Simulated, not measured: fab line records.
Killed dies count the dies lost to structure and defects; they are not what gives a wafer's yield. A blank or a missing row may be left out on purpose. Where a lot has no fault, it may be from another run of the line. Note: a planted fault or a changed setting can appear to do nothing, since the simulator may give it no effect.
Problem report, 8D (eight disciplines) form, completed by code :: flow n5-finfet :: the parts of the form that need people (team, actions taken, sign-off) are left out

## 1. THE PROBLEM
At N5_BEOL_M7_VIA_ETCH_34, oes-product-au averages 0.31 a.u. over 9 wafers from 3 lots, while fault-free wafers read 0.83 a.u., standard deviation 0.072. That puts it -7.2 standard deviations away from the usual mean.
The step: etches SiCOH lowk in C4F6/O2, target depth 125.5 nm, time 50.5 s.
Seen first at day 15 08:13 on rie-diel-03, wafer L563.4. The record holds 27 wafers of 9 lots with a number at this step. The rule behind "out" and "out of limits": a value lying over 4 standard deviations away from the usual mean. All remaining wafers that have a number are taken as sound.

## 2. WHAT IT IS; WHAT IT IS NOT
question: which readings at this step
is: oes-product-au
is not: drypump-motor-current-A, oes_o_777_au, rf-vpp-V, showerhead-plenum-p-Torr

question: which lots
is: L563, L565, L566
is not: L555, L557, L560, L562, L567, L572

question: which wafers of those lots
is: all that have a number
is not: -

question: read on which tools
is: rie-diel-03, rie-diel-06
is not: rie-diel-01

question: when
is: from day 15 08:13
is not: up to then (12 sound wafers); but 6 sound wafers of L567, L572 came after

## 3. SUSPECTS, AND WHAT RULES EACH OUT
Counting: a tool at a process step up to the reading stays a suspect if it ran every lot that is out and no sound lot after the first of them.
- pvd-sputter-02 at N5_BEOL_M7_HM_DEP_02 (deposits TiN, target thk 20 nm): kept. It ran every lot that is out, first L563 (day 15 06:28), and no sound lot after that; its last sound lot up to then is L560 (day 14 05:16).
After counting, what remains is pvd-sputter-02 at N5_BEOL_M7_HM_DEP_02.

## 4. THE CAUSE (what the simulator had put in)
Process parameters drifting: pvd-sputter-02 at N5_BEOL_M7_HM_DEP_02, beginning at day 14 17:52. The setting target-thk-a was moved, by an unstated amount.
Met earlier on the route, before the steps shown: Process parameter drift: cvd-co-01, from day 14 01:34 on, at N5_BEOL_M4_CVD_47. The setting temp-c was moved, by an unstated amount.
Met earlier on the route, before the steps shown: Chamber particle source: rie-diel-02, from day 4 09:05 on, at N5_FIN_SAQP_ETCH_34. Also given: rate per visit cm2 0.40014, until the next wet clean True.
The count eliminated every tool but this one.

## 5. SEQUENCE OF EFFECTS, ordered by route
Rows list readings where the struck wafers' mean (over those with a number) sits beyond 3 standard deviations from the usual. Readings are gone through only where the record gives a usual standard deviation; hours: the median, over the lots, of the time from a lot's start at the first step in this table giving one to that lot's start at this step; sigmas: the change measured in usual standard deviations.
hours: 0
step: N5_BEOL_M7_VIA_ETCH_34
reading: oes-product-au
usual: 0.83 a.u.
on struck wafers: 0.31
change: -0.52
sigmas: -7.2

hours: 78
step: N5_PASSIVATION_PROBE_49
reading: defect-limited-yield
usual: 91.4 %
on struck wafers: 0.0
change: -91.4
sigmas: -76

hours: 78
step: N5_PASSIVATION_PROBE_49
reading: killed_at_M4_up
usual: 14
on struck wafers: 1044
change: +1030
sigmas: +99 or more

hours: 78
step: N5_PASSIVATION_PROBE_49
reading: killed-at-front-end
usual: 38
on struck wafers: 87
change: +49
sigmas: +5.3

hours: 78
step: N5_PASSIVATION_PROBE_49
reading: killed-dies
usual: 102
on struck wafers: 1180
change: +1078
sigmas: +72

hours: 78
step: N5_PASSIVATION_PROBE_49
reading: killed-on-rim
usual: 13
on struck wafers: 152
change: +139
sigmas: +39

hours: 78
step: N5_PASSIVATION_PROBE_49
reading: sort_bin_5_function
usual: 5.0 %
on struck wafers: 95.2
change: +90.2
sigmas: +99 or more

hours: 78
step: N5_PASSIVATION_PROBE_49
reading: sort-n-pass
usual: 1078
on struck wafers: 0
change: -1078
sigmas: -72

hours: 78
step: N5_PASSIVATION_PROBE_49
reading: sort-yield-pct
usual: 91.4 %
on struck wafers: 0.0
change: -91.4
sigmas: -76
It contains these process steps:
- N5_BEOL_M7_VIA_ETCH_34: etches SiCOH lowk in C4F6/O2, target depth 125.5 nm, time 50.5 s.
- N5_PASSIVATION_PROBE_49
Readings that are blank on the struck wafers while sound wafers have them: trench-depth-nm at N5_BEOL_M7_OCD_MEAS_38; cd-nm at N5_BEOL_M7_CD_MEAS_35.

## 6. HOW IT WOULD HAVE BEEN CAUGHT EARLIER
14 hours passed between the start of the fault at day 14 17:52 and the first reading out of limits in this record, taken at day 15 08:13.
Tool readings at N5_BEOL_M7_HM_DEP_02 with a usual standard deviation given in the record: none out on any struck wafer, hence no alarm at a limit of 4 standard deviations on them.
Of the lots that are out (3), L565, L566 began N5_BEOL_M7_HM_DEP_02 on pvd-sputter-02 after day 15 08:13. A hold on the tool at that time would have spared those 2.
